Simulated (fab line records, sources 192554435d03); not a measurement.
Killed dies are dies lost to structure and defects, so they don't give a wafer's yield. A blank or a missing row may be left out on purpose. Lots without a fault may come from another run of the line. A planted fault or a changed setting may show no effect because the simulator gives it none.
Which tool did it? | flow n5_finfet | 11 lots, 32 wafers sampled, at 3 steps of a route of 1938

WHAT THE GAUGES READ, wafer by wafer
N5_BEOL_M6_THK_MEAS_01. Usual: M6_ILD_THK 155.0 nm, standard deviation 1.9.
lot  | measured     | on            | M6_ILD_THK (nm)   | flag
L135 | day 9 03:49  | film_metro-02 | 154.0 154.9 156.1 |
L136 | day 9 05:44  | film_metro-02 | 154.1 155.7 156.1 |
L139 | day 10 11:49 | film_metro-02 | 154.0 156.2 156.5 |
L140 | day 10 11:43 | film_metro-02 | 152.3 153.1 154.1 |
L141 | day 10 17:32 | film_metro-01 | 153.5 151.8 153.7 |
L145 | day 11 17:51 | film_metro-01 | 153.1 157.8 154.1 |
L149 | day 12 21:40 | film_metro-02 | 155.4 158.5 160.1 |
L150 | day 13 01:59 | film_metro-01 | 156.5 154.2 156.3 |
L152 | day 13 03:14 | film_metro-01 | 155.0 152.1 157.6 |
L154 | day 14 20:12 | film_metro-02 | 155.0 153.7       |
L156 | day 15 13:04 | film_metro-01 | 151.8 153.9 155.4 |

WHICH TOOL RAN EACH LOT (tool, then ch and the chambers of the sampled wafers, then the start)
lot  | N5_BEOL_M5_ANNEAL_84         | N5_BEOL_M5_ANNEAL_89
L135 | pvd_sputter-01, day 8 23:50  | pvd_sputter-01, day 9 00:56
L136 | pvd_sputter-03, day 9 01:56  | pvd_sputter-03, day 9 03:02
L139 | pvd_sputter-03, day 10 07:13 | pvd_sputter-03, day 10 08:18
L140 | pvd_sputter-01, day 10 07:40 | pvd_sputter-01, day 10 08:46
L141 | pvd_sputter-02, day 10 13:44 | pvd_sputter-02, day 10 14:50
L145 | pvd_sputter-01, day 11 14:04 | pvd_sputter-01, day 11 15:08
L149 | pvd_sputter-03, day 12 16:10 | pvd_sputter-03, day 12 18:50
L150 | pvd_sputter-03, day 12 22:10 | pvd_sputter-03, day 12 23:16
L152 | pvd_sputter-02, day 12 23:26 | pvd_sputter-02, day 13 00:31
L154 | pvd_sputter-01, day 14 15:49 | pvd_sputter-01, day 14 16:55
L156 | pvd_sputter-01, day 15 09:15 | pvd_sputter-01, day 15 10:20
- N5_BEOL_M5_ANNEAL_84: time 1800 s.
- N5_BEOL_M5_ANNEAL_89: time 1800 s.

WHAT THE TOOLS THEMSELVES READ (means of the sampled wafers that have a number; where no wafer has one, the mark that the record gives instead)
N5_BEOL_M5_ANNEAL_84. Usual: heater_power_w 825 W, standard deviation 110.
lot  | tool           | heater_power_w (W) | flag
L135 | pvd_sputter-01 | 837                |
L136 | pvd_sputter-03 | 772                |
L139 | pvd_sputter-03 | 786                |
L140 | pvd_sputter-01 | 810                |
L141 | pvd_sputter-02 | 984                |
L145 | pvd_sputter-01 | 830                |
L149 | pvd_sputter-03 | 768                |
L150 | pvd_sputter-03 | 782                |
L152 | pvd_sputter-02 | 908                |
L154 | pvd_sputter-01 | 788                |
L156 | pvd_sputter-01 | 840                |

N5_BEOL_M5_ANNEAL_89. Usual: heater_power_w 823 W, standard deviation 110.
lot  | tool           | heater_power_w (W) | flag
L135 | pvd_sputter-01 | 842                |
L136 | pvd_sputter-03 | 759                |
L139 | pvd_sputter-03 | 766                |
L140 | pvd_sputter-01 | 807                |
L141 | pvd_sputter-02 | 981                |
L145 | pvd_sputter-01 | 813                |
L149 | pvd_sputter-03 | 778                |
L150 | pvd_sputter-03 | 780                |
L152 | pvd_sputter-02 | 890                |
L154 | pvd_sputter-01 | 790                |
L156 | pvd_sputter-01 | 852                |

THE ANSWER, worked out from the rows above alone
Rule: a lot is off if the mean of its wafers that have a number lies more than 3 standard deviations from the usual mean. A lot without any number at a reading at which 4 lots or more have one is off too. The other lots that the step has rows for count as sound. The gauges are gone through in route order, then the tools' own readings, and for those a lot's mean is taken as printed above. The first step at which some lot is off is used, and at that step the reading that is off furthest; a lot without a number counts as furthest.
No lot is off at any reading shown: from this, nothing can be told.

WHAT THE SIMULATOR HAD PUT IN
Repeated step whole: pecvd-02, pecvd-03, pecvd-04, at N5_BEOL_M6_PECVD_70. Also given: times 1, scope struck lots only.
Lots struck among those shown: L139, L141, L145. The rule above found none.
